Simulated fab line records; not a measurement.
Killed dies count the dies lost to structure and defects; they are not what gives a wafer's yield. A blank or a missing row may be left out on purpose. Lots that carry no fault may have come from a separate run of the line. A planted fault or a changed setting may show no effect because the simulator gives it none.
fab line records ; flow nand_harc
record lots=7; wafers=21; last_day=23
route steps=1159 shown A_CONTACT@889 END@1159
lots that met no fault: taken from a fault-free run of the same line
start_h: start of the lot's first displayed wafer, in hours after the record's first day ; wait_h: hours elapsed since this lot's preceding step ; " as in the row above ; L1.1+2: a row that stands for several wafers ; - no value, or no start given ; * or withheld: withheld ; < > ~ a bound
route shown NAME@n: NAME is a module with steps in the file, n the number in the route of the first one ; usual: mean and standard deviation over wafers with no fault ; same: alike in all rows ; chamber/n: place in a boat ; sites: per-site readings ; _std_site: standard deviation of those values ; _edge_site: mean of outer sites minus mean of inner sites ; radius_mm: how far each site lies from the wafer's centre ; mask NAME#n: copy n ; behind: the last tool/chamber to shape the wafer ; hold: the reason the lot was held/the length of the hold in hours/how it ended ; device: names the non-switching transistor (n, p or np) ; end of line: the route-end tests of the same wafers ; a step given without rows: its recipe and nothing more ; killed: not the wafer's yield, but the dies lost to structure and defects at the first sort ; map: shows each die of a wafer: x if killed, . if not, _ if none is there
set.NAME: the setting that was run; set.NAME@STEP: the one run at that earlier step ; model.NAME: the simulator's own value behind a step, which no gauge read
lots at selected steps of the route; one table per step, one row per wafer
services: when a tool's chamber went out of use (start_h, in hours from the record's first day, below 0 if earlier), for how many hours, and the reason
## steps
# step NHARC_A_CONTACT_COAT_62
# recipe temp_c=225; time_s=65
# step NHARC_A_CONTACT_COAT_63
# recipe spin_rpm=1500; resist_thk_nm=90
# step NHARC_A_CONTACT_SOFTBAKE_64
# recipe temp_c=105; time_s=55
# step NHARC_A_CONTACT_EBR_65
# step NHARC_A_CONTACT_EXPOSE_66
# recipe na=1.35; sigma_outer=0.8; dose_mj=59.02; mask_id=A_CC_2
# step NHARC_A_CONTACT_PEB_67
# recipe peb_temp_c=100; peb_time_s=65
# step NHARC_A_CONTACT_DEVELOP_68
# recipe develop_time_s=35; dev_temp_c=23
# step NHARC_A_CONTACT_CD_MEAS_69
# recipe target_cd_nm=200; landing_energy_ev=500
# usual cd_nm=199.9/0.62
# same landing_energy_ev=500
lot.wafer;tool;chamber;start_h;wait_h;cd_nm
L635.2;cd_sem-02;0;388.32;-;199.7
L635.3;cd_sem-02;0;388.32;-;200.2
L635.6;cd_sem-02;0;388.32;-;200.3
L640.1;cd_sem-02;0;430.31;-;200.4
L640.2;cd_sem-02;0;430.31;-;200.2
L640.5;cd_sem-02;0;430.31;-;200.7
L647.1;cd_sem-02;0;445.44;-;200.6
L647.3;cd_sem-02;0;445.44;-;201.1
L647.6;cd_sem-02;0;445.44;-;200.0
L649.2;cd_sem-02;0;461.02;-;199.3
L649.3;cd_sem-02;0;461.02;-;199.7
L649.4;cd_sem-02;0;461.02;-;199.8
L650.1;cd_sem-01;0;466.58;-;200.0
L650.2;cd_sem-01;0;466.58;-;200.6
L650.6;cd_sem-01;0;466.58;-;200.6
L652.2;cd_sem-02;0;476.42;-;199.6
L652.3;cd_sem-02;0;476.42;-;200.0
L652.4;cd_sem-02;0;476.42;-;199.5
L656.3;cd_sem-01;0;494.11;-;199.9
L656.5;cd_sem-01;0;494.11;-;201.2
L656.6;cd_sem-01;0;494.11;-;199.9
# step NHARC_A_CONTACT_OVL_MEAS_70
# usual overlay_x_nm=0.0/0.84; overlay_y_nm=-0.3/0.87
lot.wafer;tool;chamber;start_h;wait_h;overlay_x_nm;overlay_y_nm
L635.2;overlay-02;-;388.41;-;-1.3;-0.1
L635.3;overlay-02;-;388.41;-;-1.0;-0.7
L635.6;overlay-02;-;388.41;-;-1.5;-0.3
L640.1;overlay-01;-;430.40;-;-0.5;-0.4
L640.2;overlay-01;-;430.40;-;-0.2;-1.0
L640.5;overlay-01;-;430.40;-;0.3;0.1
L647.1;overlay-01;-;445.53;-;-0.4;-1.2
L647.3;overlay-01;-;445.53;-;-0.6;-0.8
L647.6;overlay-01;-;445.53;-;-1.0;-1.3
L649.2;overlay-01;-;461.11;-;0.8;-0.7
L649.3;overlay-01;-;461.11;-;0.9;-0.4
L649.4;overlay-01;-;461.11;-;0.5;-0.4
L650.1;overlay-02;-;466.67;-;-0.9;0.6
L650.2;overlay-02;-;466.67;-;-0.3;0.3
L650.6;overlay-02;-;466.67;-;-1.1;0.4
L652.2;overlay-01;-;476.51;-;0.9;-0.1
L652.3;overlay-01;-;476.51;-;0.7;-0.2
L652.4;overlay-01;-;476.51;-;-0.1;0.0
L656.3;overlay-02;-;494.19;-;-1.0;1.4
L656.5;overlay-02;-;494.19;-;-1.1;0.7
L656.6;overlay-02;-;494.19;-;-1.1;1.5
# step NHARC_A_CONTACT_INSPECT_71
# usual raw_defect_count=28/12
lot.wafer;tool;chamber;start_h;wait_h;raw_defect_count
L635.2;defect_inspect-01;-;388.44;0.0;23
L635.3;defect_inspect-01;-;388.44;0.0;27
L635.6;defect_inspect-01;-;388.44;0.0;18
L640.1;defect_inspect-02;-;430.43;0.0;18
L640.2;defect_inspect-02;-;430.43;0.0;19
L640.5;defect_inspect-02;-;430.43;0.0;12
L647.1;defect_inspect-01;-;445.57;0.0;25
L647.3;defect_inspect-01;-;445.57;0.0;34
L647.6;defect_inspect-01;-;445.57;0.0;32
L649.2;defect_inspect-02;-;461.15;0.0;52
L649.3;defect_inspect-02;-;461.15;0.0;34
L649.4;defect_inspect-02;-;461.15;0.0;57
L650.1;defect_inspect-01;-;466.71;0.0;27
L650.2;defect_inspect-01;-;466.71;0.0;37
L650.6;defect_inspect-01;-;466.71;0.0;39
L652.2;defect_inspect-02;-;476.54;0.0;32
L652.3;defect_inspect-02;-;476.54;0.0;37
L652.4;defect_inspect-02;-;476.54;0.0;40
L656.3;defect_inspect-02;-;494.23;0.0;29
L656.5;defect_inspect-02;-;494.23;0.0;36
L656.6;defect_inspect-02;-;494.23;0.0;35
# step NHARC_A_CONTACT_DESCUM_74
# recipe time_s=3; o2_flow_sccm=200; ar_flow_sccm=0; bias_power_w=0; chemistry=O2
# usual drypump_motor_current_A=5.5/0.49; oes_product_au=0.999/0.0081; rf_vpp_V=57.6/1; showerhead_plenum_p_Torr=1.87/0.092; throttle_valve_pct=11.310/0.0093
lot.wafer;tool;chamber;start_h;wait_h;drypump_motor_current_A;oes_product_au;rf_hours_counter_h;rf_vpp_V;showerhead_plenum_p_Torr;throttle_valve_pct
L635.3;rie_diel-13;3;388.50;0.1;5.4;0.984;39;58.8;2.04;11.305
L635.2;rie_diel-13;2;388.50;0.1;5.8;0.988;40;58.5;1.86;11.306
L635.6;rie_diel-13;2;388.50;0.1;5.8;0.989;-;58.0;1.86;11.310
L640.2;rie_diel-01;0;430.51;0.1;4.8;0.990;16;58.1;2.00;11.308
L640.1;rie_diel-01;1;430.51;0.1;5.0;1.006;17;59.1;1.84;11.304
L640.5;rie_diel-01;2;430.51;0.1;5.3;1.005;-;57.4;1.80;11.305
L647.1;rie_diel-01;0;445.69;0.1;4.9;1.003;20;59.6;2.00;11.317
L647.3;rie_diel-01;1;445.69;0.1;5.1;0.998;22;57.5;1.83;11.312
L647.6;rie_diel-01;0;445.69;0.1;4.9;0.996;-;59.2;2.00;11.307
L649.4;rie_diel-01;0;461.21;0.1;4.9;1.002;26;59.1;1.99;11.313
L649.2;rie_diel-01;1;461.21;0.1;5.1;0.998;27;56.5;1.83;11.306
L649.3;rie_diel-01;2;461.21;0.1;5.3;1.000;27;56.8;1.79;11.303
L650.1;rie_diel-01;3;466.78;0.1;5.9;1.010;30;55.2;1.79;11.292
L650.2;rie_diel-01;1;466.78;0.1;5.1;0.994;28;57.8;1.83;11.331
L650.6;rie_diel-01;3;466.78;0.1;5.9;1.002;-;57.2;1.79;11.306
L652.3;rie_diel-01;3;476.60;0.1;5.9;1.002;32;57.8;1.78;11.315
L652.2;rie_diel-01;0;476.60;0.1;4.8;1.008;30;57.6;1.99;11.314
L652.4;rie_diel-01;1;476.60;0.1;5.1;0.998;31;57.4;1.83;11.325
L656.3;rie_diel-13;2;494.30;0.1;5.8;0.994;9;59.3;1.85;11.311
L656.5;rie_diel-13;1;494.30;0.1;6.3;0.999;-;58.9;1.87;11.318
L656.6;rie_diel-13;2;494.30;0.1;5.8;0.997;-;57.1;1.85;11.322
# step NHARC_A_CONTACT_ETCH_75
# recipe target_depth_a=390; over_etch_frac=0.3; time_s=65; ion_energy_ev=80; cf4_flow_sccm=150; ar_flow_sccm=0; rf_w=300; bias_w=100; chemistry=CF4
# usual drypump_motor_current_A=5.5/0.49; oes_product_au=1.001/0.0068; rf_vpp_V=150.9/1.2; showerhead_plenum_p_Torr=1.73/0.079; throttle_valve_pct=13.285/0.0089
lot.wafer;tool;chamber;start_h;wait_h;drypump_motor_current_A;oes_product_au;rf_hours_counter_h;rf_vpp_V;showerhead_plenum_p_Torr;throttle_valve_pct
L635.2;rie_diel-13;3;388.61;0.1;5.5;1.000;39;153.2;1.88;13.283
L635.3;rie_diel-13;0;388.61;0.1;5.3;0.997;40;150.2;1.67;13.284
L635.6;rie_diel-13;2;388.61;0.1;5.8;0.998;-;151.5;1.72;13.274
L640.2;rie_diel-01;3;430.58;0.1;5.9;0.998;18;150.0;1.66;13.284
L640.1;rie_diel-01;1;430.58;0.1;5.1;0.993;17;149.8;1.70;13.289
L640.5;rie_diel-01;3;430.58;0.1;5.9;0.998;-;150.4;1.66;13.288
L647.3;rie_diel-01;1;445.78;0.1;5.1;1.001;22;150.6;1.70;13.286
L647.1;rie_diel-01;2;445.78;0.1;5.3;1.004;22;150.5;1.67;13.280
L647.6;rie_diel-01;0;445.78;0.1;4.9;0.996;-;152.5;1.84;13.277
L649.2;rie_diel-01;3;461.35;0.1;5.9;1.017;28;149.6;1.66;13.278
L649.3;rie_diel-01;0;461.35;0.1;4.9;0.995;26;151.1;1.84;13.282
L649.4;rie_diel-01;1;461.35;0.1;5.1;0.999;27;149.7;1.70;13.268
L650.2;rie_diel-01;3;466.86;0.1;5.9;1.012;30;149.8;1.66;13.283
L650.1;rie_diel-01;0;466.86;0.1;4.8;1.012;27;152.1;1.84;13.268
L650.6;rie_diel-01;2;466.86;0.1;5.3;1.003;-;149.6;1.67;13.286
L652.3;rie_diel-01;0;476.69;0.1;4.9;0.997;30;151.9;1.84;13.292
L652.4;rie_diel-01;1;476.69;0.1;5.1;1.002;31;151.5;1.70;13.295
L652.2;rie_diel-01;2;476.69;0.1;5.4;1.004;31;149.9;1.67;13.283
L656.3;rie_diel-13;1;494.38;0.1;6.3;0.998;10;151.1;1.73;13.303
L656.5;rie_diel-13;1;494.38;0.1;6.3;1.012;-;149.8;1.73;13.280
L656.6;rie_diel-13;2;494.38;0.1;5.8;0.998;-;150.8;1.71;13.289
# step NHARC_A_CONTACT_ETCH_76
# recipe target_depth_a=2600; over_etch_frac=0.3; time_s=475.3; ion_energy_ev=200; n2_flow_sccm=150; h2_flow_sccm=150; ar_flow_sccm=0; rf_w=400; bias_w=150; chemistry=N2/H2
# usual drypump_motor_current_A=5.5/0.49; oes_product_au=1.000/0.0085; rf_vpp_V=429.3/2.9; showerhead_plenum_p_Torr=1.99/0.1; throttle_valve_pct=14.172/0.0091
lot.wafer;tool;chamber;start_h;wait_h;drypump_motor_current_A;oes_product_au;rf_hours_counter_h;rf_vpp_V;showerhead_plenum_p_Torr;throttle_valve_pct
L635.3;rie_diel-13;2;388.71;-;5.8;0.990;41;428.8;1.98;14.170
L635.2;rie_diel-13;3;388.71;-;5.5;0.983;39;435.3;2.18;14.176
L635.6;rie_diel-13;3;388.71;-;5.4;0.991;-;432.5;2.18;14.171
L640.2;rie_diel-01;3;430.71;-;5.9;1.002;19;426.5;1.90;14.184
L640.1;rie_diel-01;1;430.71;-;5.1;1.003;18;427.9;1.95;14.177
L640.5;rie_diel-01;3;430.71;-;5.9;1.002;-;425.4;1.90;14.167
L647.1;rie_diel-01;2;445.85;-;5.3;1.003;22;428.1;1.91;14.170
L647.3;rie_diel-01;0;445.85;-;4.9;0.997;20;432.8;2.13;14.172
L647.6;rie_diel-01;3;445.85;-;5.9;0.997;-;425.9;1.90;14.173
L649.3;rie_diel-01;1;461.47;-;5.1;0.839;27;427.5;1.95;14.165
L649.2;rie_diel-01;2;461.47;-;5.4;1.000;27;426.2;1.91;14.171
L649.4;rie_diel-01;3;461.47;-;5.9;0.992;29;426.8;1.90;14.161
L650.2;rie_diel-01;0;466.98;-;4.9;0.987;28;432.8;2.13;14.144
L650.1;rie_diel-01;1;466.98;-;5.1;0.840;28;427.6;1.95;14.167
L650.6;rie_diel-01;3;466.98;-;5.9;0.859;-;428.2;1.90;14.194
L652.3;rie_diel-01;3;476.78;-;5.9;0.866;32;426.1;1.90;14.180
L652.2;rie_diel-01;0;476.78;-;4.9;1.003;30;433.5;2.13;14.164
L652.4;rie_diel-01;1;476.78;-;5.1;1.008;31;427.7;1.95;14.159
L656.3;rie_diel-13;0;494.50;-;5.3;0.988;11;425.7;1.90;14.184
L656.6;rie_diel-13;3;494.50;-;5.4;0.994;-;434.6;2.17;14.183
L656.5;rie_diel-13;0;494.50;-;5.3;0.994;-;426.5;1.90;14.175
# step NHARC_A_CONTACT_ETCH_77
# recipe target_depth_a=726; time_s=36.3; cf4_flow_sccm=100; chf3_flow_sccm=30; ar_flow_sccm=0; rf_w=500; bias_w=200; chemistry=CF4/CHF3
# usual drypump_motor_current_A=5.5/0.5; oes_product_au=0.939/0.022; rf_vpp_V=369.6/2.6; showerhead_plenum_p_Torr=1.55/0.074; throttle_valve_pct=16.802/0.0096
lot.wafer;tool;chamber;start_h;wait_h;drypump_motor_current_A;oes_product_au;rf_hours_counter_h;rf_vpp_V;showerhead_plenum_p_Torr;throttle_valve_pct
L635.3;rie_diel-13;2;-;-;5.8;0.908;41;367.6;1.53;16.804
L635.2;rie_diel-13;3;-;-;5.4;0.913;39;373.4;1.67;16.786
L635.6;rie_diel-13;1;-;-;6.3;0.920;-;370.4;1.55;16.796
L640.1;rie_diel-01;1;-;-;5.0;0.919;18;367.8;1.51;16.802
L640.2;rie_diel-01;3;-;-;5.9;0.938;19;367.1;1.48;16.796
L640.5;rie_diel-01;0;-;-;4.8;0.929;-;372.0;1.64;16.808
L647.3;rie_diel-01;0;-;-;4.8;0.927;20;371.4;1.64;16.808
L647.1;rie_diel-01;3;-;-;5.9;0.920;23;368.2;1.48;16.811
L647.6;rie_diel-01;0;-;-;4.8;0.925;-;372.7;1.64;16.792
L649.4;rie_diel-01;0;-;-;4.9;0.949;26;373.1;1.64;16.786
L649.2;rie_diel-01;2;-;-;5.3;0.969;28;367.9;1.48;16.806
L649.3;rie_diel-01;3;-;-;5.9;0.972;29;367.7;1.47;16.783
L650.2;rie_diel-01;3;-;-;5.9;0.929;30;366.5;1.47;16.819
L650.1;rie_diel-01;1;-;-;5.1;0.926;28;369.3;1.51;16.813
L650.6;rie_diel-01;3;-;-;5.8;0.935;-;366.7;1.47;16.806
L652.3;rie_diel-01;2;-;-;5.3;0.926;31;367.5;1.48;16.809
L652.4;rie_diel-01;3;-;-;5.9;0.931;32;367.5;1.47;16.800
L652.2;rie_diel-01;0;-;-;4.8;0.929;31;372.3;1.63;16.791
L656.3;rie_diel-13;3;-;-;5.4;0.973;10;373.0;1.66;16.783
L656.6;rie_diel-13;0;-;-;5.3;0.982;-;367.7;1.48;16.804
L656.5;rie_diel-13;1;-;-;6.3;0.967;-;368.8;1.54;16.769
# step NHARC_END_SORT_01
# recipe temp_c=25
# usual killed_at_array=25/9.2; killed_at_other=0.8/1.2; killed_at_periphery=3.9/2.6; killed_dies=30/9.7; killed_open=3.4/1.9; killed_short=2.0/1.4
# same gross_dies=677
lot.wafer;tool;chamber;start_h;wait_h;killed_at_array;killed_at_other;killed_at_periphery;killed_dies;killed_open;killed_short
L647.1;prober-02;0;507.47;2.5;19;0;4;23;0;2
L647.3;prober-02;0;509.08;3.1;35;0;6;41;3;2
L647.6;prober-02;0;511.49;4.0;37;3;7;47;1;4
L650.1;prober-01;0;536.08;2.5;165;2;9;176;2;2
L650.6;prober-01;0;540.13;4.1;141;4;8;153;4;3
L649.3;prober-02;0;537.73;3.1;80;0;0;80;2;3
L652.3;prober-01;0;545.54;3.1;125;3;2;130;1;5
# killed by level:class
L647.1 A_CHANNEL_HOLE_D1:chamber_film_flake=12 A_WL_FILL:chamber_film_flake=2 A_ONON_D1:geometric_particle:short=2 P_M0:chamber_film_flake=2 P_ZERO_WELL:chamber_film_flake=1 P_GATE:chamber_film_flake=1 A_ZERO_WELL:chamber_film_flake=1 A_SGD_CUT:chamber_film_flake=1
L647.3 A_CHANNEL_HOLE_D1:chamber_film_flake=22 A_CONTACT:chamber_film_flake=5 P_GATE:chamber_film_flake=3 A_WL_FILL:chamber_film_flake=3 P_M0:chamber_film_flake=2 P_BONDPAD:geometric_particle:open=1 A_ONON_D1:geometric_particle:short=1 A_WL_FILL:geometric_particle:short=1
L647.6 A_CHANNEL_HOLE_D1:chamber_film_flake=19 A_CONTACT:chamber_film_flake=8 P_M0:chamber_film_flake=4 P_GATE:chamber_film_flake=3 A_M0:geometric_particle:short=2 A_ZERO_WELL:chamber_film_flake=2 A_SGD_CUT:chamber_film_flake=2 THIN_TSV:chamber_film_flake=2
L650.1 A_CONTACT:area_etch=141 A_SLIT:chamber_film_flake=12 A_CONTACT:chamber_film_flake=5 A_CHANNEL_HOLE_D1:chamber_film_flake=4 P_GATE:geometric_particle:open=2 P_GATE:chamber_film_flake=2 P_M1:chamber_film_flake=2 THIN_TSV:chamber_film_flake=2
L649.3 A_CONTACT:area_etch=51 A_CHANNEL_HOLE_D1:chamber_film_flake=10 A_SLIT:chamber_film_flake=10 A_CONTACT:chamber_film_flake=4 A_ONON_D1:geometric_particle:short=1 A_CHANNEL_FILL_D1:geometric_particle:open=1 A_CHANNEL_FILL_D1:geometric_particle:short=1 A_BLC:geometric_particle:open=1
L650.6 A_CONTACT:area_etch=107 A_SLIT:chamber_film_flake=13 A_CONTACT:chamber_film_flake=7 A_ZERO_WELL:chamber_film_flake=5 A_CHANNEL_HOLE_D1:chamber_film_flake=4 THIN_TSV:chamber_film_flake=3 P_CONTACT:geometric_particle:open=2 P_GATE:chamber_film_flake=2
L652.3 A_CONTACT:area_etch=95 A_CHANNEL_HOLE_D1:chamber_film_flake=16 A_STAIRCASE:chamber_film_flake=9 A_CHANNEL_FILL_D1:geometric_particle:short=3 THIN_TSV:chamber_film_flake=3 P_STI:geometric_particle:short=1 P_CONTACT:geometric_particle:open=1 A_ONON_D1:geometric_particle:short=1
# map L649.3 (x killed, . not)
____________.____________
_________......._________
_______..........._______
______.............______
_____........x......_____
____.................____
____.................____
___............x......___
___.xx..............x.___
__.......x.............__
__..........x..........__
_....x..........x......x_
_.......x..............._
_......x................_
_....................x.._
_.....................xx_
..x....x.................
............x..x.........
...x....x......xx........
....................x....
xx......x................
_.......x.x.....x......._
_..............x..x....._
_.xx.......x.......x...._
_..........x..x........._
_..............x....x..._
__.........xx...x......__
__.............x...x...__
___.........x...x.....___
___x.....x..x........x___
____xx.......x......x____
____x...xx.x.xx......____
_____xxxxx.......x.._____
______xx..x..x....x______
_______....xxx..x._______
_________xxx.x.._________
____________.____________
# map L650.1 (x killed, . not)
____________.____________
_________......._________
_______....x.x.x.._______
______....x..xx....______
_____..............._____
____.................____
____x.x........x.....____
___..........x........___
___.............x.....___
__.....x.....x.........__
__.........x...xx...x..__
_....xx.x.x...x...x....._
_....x........x.x..xx.x._
_........x.x.xxxx..x..x._
_.......xx..xxx..xx....._
_.......xx.xxxxx.xxx...._
........x.xxxx...........
.........xxxxx....x.x....
.......xx.x...xx.x...x...
....x...xxxxxxxxxxx......
.....xxx..xxx..xx...x....
_......xx.....xx.xx.x..._
_.......xxxxxxxxxx.x.x.._
_........xxxxxx..xx....._
_......x.......xx......._
_.x.......x.x..x....x..._
__.......xxxxxx.x.x....__
__..x.xx.xx.....xx...x.__
___....x.x.xx.x.x.....___
___........xx.........___
____.....xx.x........____
____.........xx.x....____
_____....x.x..xx.x.._____
______..x..xxx.x...______
_______...xx......_______
_________xxxx.x._________
____________.____________
## services
tool;chamber;start_h;hours;kind
rie_diel-01;0;372.87;-;clean
rie_diel-01;1;372.87;-;clean
rie_diel-01;2;372.87;-;clean
rie_diel-01;3;372.87;-;clean
rie_diel-01;0;391.93;6.4;repair
rie_diel-01;1;397.39;-;clean
rie_diel-01;2;397.39;-;clean
rie_diel-01;3;397.39;-;clean
rie_diel-13;2;415.09;6.4;repair
rie_diel-01;0;421.96;-;clean
rie_diel-01;1;421.96;-;clean
rie_diel-01;2;421.96;-;clean
rie_diel-01;3;421.96;-;clean
rie_diel-01;0;422.42;2.4;repair
rie_diel-01;0;446.56;-;clean
rie_diel-01;1;446.56;-;clean
rie_diel-01;2;446.56;-;clean
rie_diel-01;3;446.56;-;clean
rie_diel-13;-;453.00;9.0;pm
rie_diel-01;0;471.06;-;clean
rie_diel-01;1;471.06;-;clean
rie_diel-01;2;471.06;-;clean
rie_diel-01;-;491.81;9.0;pm
rie_diel-13;2;494.78;4.1;repair
## key
first_sign step=NHARC_A_CONTACT_ETCH_76; reading=oes_product_au; direction=down; sigmas=17; usual=1.000; struck=0.851
effect step=NHARC_END_SORT_01; reading=killed_at_array; direction=up; sigmas=11; usual=25; struck=128
more_kills_born_at NHARC_A_CONTACT_ETCH_76@rie_diel-01=394
met_at NHARC_A_CONTACT_ETCH_76
struck_wafers L649.3,L650.1,L650.6,L652.3
tester_left_out L649,L650,L652
onset_between 445.85 461.47
fault kind=process_parameter_drift; tool=rie_diel-01; chamber=-; onset_h=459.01; steps=NHARC_A_CONTACT_ETCH_76; channel=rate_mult; offset=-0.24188; shape=step; end_h=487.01; scope=struck_wafers_only
# tester_left_out: of these lots the tester's yield and bins aren't shown, on N5 and GAA mostly nor the transistor test; their killed dies are dies lost to structure and defects alone, not to doping, threshold or leakage, so they don't give the yield
